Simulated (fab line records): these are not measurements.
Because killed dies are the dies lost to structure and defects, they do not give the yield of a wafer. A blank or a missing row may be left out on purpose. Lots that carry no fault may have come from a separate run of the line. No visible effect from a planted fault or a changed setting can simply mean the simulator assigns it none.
Which tool is to blame?	flow n5_finfet	30 wafers from 10 lots sampled at 6 of the route's 1938 steps

## WHAT THE GAUGES SHOWED, per wafer
N5_BEOL_M10_INSPECT_58: inspects for defects (darkfield). Usual: raw_defect_count reads 75 (standard deviation 30).
lot	measured	on	raw_defect_count	flag
L169	day 10 02:37	defect_inspect-02	118 114 60	
L172	day 10 21:09	defect_inspect-02	66 51 67	
L170	day 10 21:17	defect_inspect-01	48 74 78	
L173	day 10 23:58	defect_inspect-02	104 87 75	
L171	day 11 01:47	defect_inspect-02	59 73 58	
L176	day 11 10:28	defect_inspect-02	62 74 54	
L174	day 11 15:25	defect_inspect-02	49 40 72	
L181	day 13 18:05	defect_inspect-01	537 496 534	OFF
L182	day 14 03:53	defect_inspect-01	540 507 468	OFF
L191	day 15 21:19	defect_inspect-02	70 112 116	

N5_BEOL_M11_INSPECT_13: inspects for defects (brightfield). Usual: raw_defect_count reads 456 (standard deviation 120).
lot	measured	on	raw_defect_count	flag
L169	day 10 04:25	defect_inspect-02	785 617 511	
L172	day 10 22:46	defect_inspect-01	437 403 382	
L170	day 10 22:58	defect_inspect-01	416 405 437	
L173	day 11 02:01	defect_inspect-01	372 374 500	
L171	day 11 03:07	defect_inspect-02	358 387 469	
L176	day 11 13:57	defect_inspect-02	424 518 388	
L174	day 11 17:27	defect_inspect-01	824 467 430	
L181	day 13 20:06	defect_inspect-01	989 903 1057	OFF
L182	day 14 05:40	defect_inspect-02	843 811 792	
L191	day 15 23:19	defect_inspect-02	532 491 553	

## WHICH TOOL RAN EACH LOT (tool, then ch and the chambers of the sampled wafers, then the start)
lot	N5_BEOL_M10_SPUTTER_48	N5_BEOL_M10_PRE_CLEAN_55	N5_BEOL_M11_CURE_71	N5_BEOL_M11_PECVD_70
L169	pvd_sputter-02, day 10 01:04	pecvd-01 ch 0,1, day 10 02:28	uv_cure-02 ch 2, day 10 02:44	pecvd-02 ch 1,2, day 10 03:17
L172	pvd_sputter-01, day 10 20:02	pecvd-01 ch 1,2, day 10 21:01	uv_cure-03 ch 2, day 10 21:22	pecvd-04 ch 1,2, day 10 21:50
L170	pvd_sputter-01, day 10 20:09	pecvd-03 ch 0,2, day 10 21:10	uv_cure-02 ch 1, day 10 21:25	pecvd-02 ch 0,1, day 10 21:58
L173	pvd_sputter-02, day 10 22:53	pecvd-01 ch 1,2, day 10 23:50	uv_cure-01 ch 1, day 11 00:07	pecvd-04 ch 1,2, day 11 00:40
L171	pvd_sputter-03, day 11 00:39	pecvd-03 ch 0,1,2, day 11 01:41	uv_cure-01 ch 0, day 11 02:08	pecvd-04 ch 1,2, day 11 02:28
L176	pvd_sputter-02, day 11 09:15	pecvd-03 ch 0,2, day 11 10:18	uv_cure-02 ch 1, day 11 10:39	pecvd-02 ch 0,1,2, day 11 11:07
L174	pvd_sputter-03, day 11 13:54	pecvd-02 ch 0,1,2, day 11 15:17	uv_cure-02 ch 2, day 11 15:31	pecvd-02 ch 0,2, day 11 16:33
L181	pvd_sputter-03, day 13 16:49	pecvd-01 ch 0,1,2, day 13 17:58	uv_cure-01 ch 0, day 13 18:17	pecvd-04 ch 1,2, day 13 18:45
L182	pvd_sputter-01, day 14 02:50	pecvd-01 ch 0,1,2, day 14 03:46	uv_cure-03 ch 1, day 14 04:00	pecvd-03 ch 1,2, day 14 05:02
L191	pvd_sputter-01, day 15 20:20	pecvd-02 ch 1,2, day 15 21:11	uv_cure-02 ch 1, day 15 21:31	pecvd-04 ch 0,2, day 15 21:59
- N5_BEOL_M10_SPUTTER_48: material Cu, target thk 12 nm, time 2 s.
- N5_BEOL_M10_PRE_CLEAN_55: time 15 s.
- N5_BEOL_M11_CURE_71: cures SiCOH lowk, time 240 s.
- N5_BEOL_M11_PECVD_70: deposits SiO2 from TEOS/O2, target thk 20 nm, time 22.7 s.

## WHAT THE TOOLS THEMSELVES READ (means of the sampled wafers that have a number; where no wafer has one, the mark that the record gives instead)
N5_BEOL_M10_SPUTTER_48. Usual: susceptor_temp_C -19.99 C, standard deviation 0.11; throttle_valve_pct 29.9 %, standard deviation 1.1.
lot	tool	susceptor_temp_C (C)	throttle_valve_pct (%)	flag
L169	pvd_sputter-02	-19.94	29.9	
L172	pvd_sputter-01	-19.99	30.0	
L170	pvd_sputter-01	-20.06	30.2	
L173	pvd_sputter-02	-20.03	30.2	
L171	pvd_sputter-03	-20.09	29.3	
L176	pvd_sputter-02	-19.86	29.9	
L174	pvd_sputter-03	-19.90	29.4	
L181	pvd_sputter-03	-20.01	28.9	
L182	pvd_sputter-01	-20.18	30.2	
L191	pvd_sputter-01	-20.10	30.2	

N5_BEOL_M11_CURE_71. Usual: lamp_power_pct 52.32 %, standard deviation 0.052; wafer_temp_C_max 386.8, standard deviation 0.74.
lot	tool	lamp_power_pct (%)	wafer_temp_C_max	flag
L169	uv_cure-02	52.31	385.8	
L172	uv_cure-03	52.32	387.2	
L170	uv_cure-02	52.33	387.8	
L173	uv_cure-01	52.36	387.4	
L171	uv_cure-01	52.32	386.7	
L176	uv_cure-02	52.30	387.5	
L174	uv_cure-02	52.32	386.1	
L181	uv_cure-01	52.38	386.7	
L182	uv_cure-03	52.34	386.4	
L191	uv_cure-02	52.32	387.4	

N5_BEOL_M11_PECVD_70. Usual: chamber_pressure_Torr 5.497 Torr, standard deviation 0.011; heater_power_w 633 W, standard deviation 62; showerhead_plenum_p_Torr 8.79 Torr, standard deviation 0.077; susceptor_temp_C 399.99 C, standard deviation 0.21; throttle_valve_pct 22.3 %, standard deviation 1.7.
lot	tool	chamber_pressure_Torr (Torr)	heater_power_w (W)	showerhead_plenum_p_Torr (Torr)	susceptor_temp_C (C)	throttle_valve_pct (%)	flag
L169	pecvd-02	5.494	625	8.76	399.91	22.6	
L172	pecvd-04	5.497	655	8.80	400.08	22.1	
L170	pecvd-02	5.499	572	8.87	400.04	23.9	
L173	pecvd-04	5.490	629	8.82	400.13	22.4	
L171	pecvd-04	5.493	624	8.82	399.87	22.3	
L176	pecvd-02	5.497	664	8.80	399.92	22.5	
L174	pecvd-02	5.500	695	8.76	400.06	21.2	
L181	pecvd-04	5.496	620	8.81	400.01	22.4	
L182	pecvd-03	5.485	602	8.67	400.02	20.8	
L191	pecvd-04	5.494	577	8.78	400.08	21.9	

## THE ANSWER, worked out from the rows above alone
Rule: lot off if the mean of its wafers having a number is beyond 3 standard deviations from the usual mean. A lot without any number at a reading at which 4 lots or more have one is off too. All remaining lots with rows at the step are treated as sound. Order of review: gauges by route order, followed by the tools' own readings, for which a lot's mean as printed above is used. The first step at which some lot is off is used, and at that step the reading that is off furthest; a lot without a number counts as furthest.
Off, at N5_BEOL_M10_INSPECT_58 on raw_defect_count: L181, L182.
If a tool, at a process step before that reading, ran all the lots that are off and no sound lot after the first of them, it fits. Those tools and the gauges at N5_BEOL_M10_INSPECT_58 are tried in the same way. Undecided on this evidence; 2 tools fit (pecvd-01 at N5_BEOL_M10_PRE_CLEAN_55, defect_inspect-01 at N5_BEOL_M10_INSPECT_58).

## WHAT THE SIMULATOR HAD PUT IN
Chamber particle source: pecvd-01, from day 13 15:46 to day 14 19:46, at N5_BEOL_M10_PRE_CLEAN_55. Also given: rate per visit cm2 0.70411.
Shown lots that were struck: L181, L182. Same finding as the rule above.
